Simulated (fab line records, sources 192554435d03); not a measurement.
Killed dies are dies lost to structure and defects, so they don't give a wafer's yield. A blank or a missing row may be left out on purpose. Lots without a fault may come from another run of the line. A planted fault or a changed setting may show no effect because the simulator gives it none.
Chamber matching | flow n5_finfet | N5_MOL_CONTACT_COAG_ETCH_89 on rie_diel-05: 4 sister chambers
The step etches underlayer in N2/H2, target depth 13 nm, time 10.4 s. 4 wafers are shown with their chamber, then 8 later ones without.

WAFERS WITH THEIR CHAMBER
wafer  | chamber | showerhead_plenum_p_Torr (Torr)
L077.6 | 2       | 2.61
L085.5 | 1       | 2.51
L085.6 | 3       | 2.51
L087.1 | 0       | 2.48

WAFERS WITHOUT THEIR CHAMBER
wafer  | showerhead_plenum_p_Torr (Torr)
L087.3 | 2.60
L087.5 | 2.50
L090.3 | 2.48
L090.5 | 2.48
L090.6 | 2.50
L094.2 | 2.47
L094.3 | 2.50
L094.5 | 2.59

WHICH CHAMBER EACH WENT THROUGH
wafer  | from the rows above          | in truth
L087.3 | 2                            | 2
L087.5 | can't be placed: 1 or 3 or 0 | 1
L090.3 | 0                            | 0
L090.5 | 0                            | 0
L090.6 | can't be placed: 1 or 3 or 0 | 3
L094.2 | 0                            | 0
L094.3 | can't be placed: 1 or 3 or 0 | 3
L094.5 | 2                            | 2
Placed correctly: 5 of 8. Can't be placed from these rows: 3 (the true chamber is among the candidates in 3). Placed wrongly: 0.
How it was worked out, from the rows above alone: a wafer's distance from a chamber is the root of the sum, over the readings, of the square of ((its reading less the chamber's mean) divided by the reading's scatter). The wafer belongs to the nearest chamber; if the next one is less than 2 further off, it can't be placed. A chamber's mean is the mean of its shown wafers. The scatter: with one shown wafer a chamber, the root of the mean of the squares of how far each hidden wafer lies from its nearest shown one.
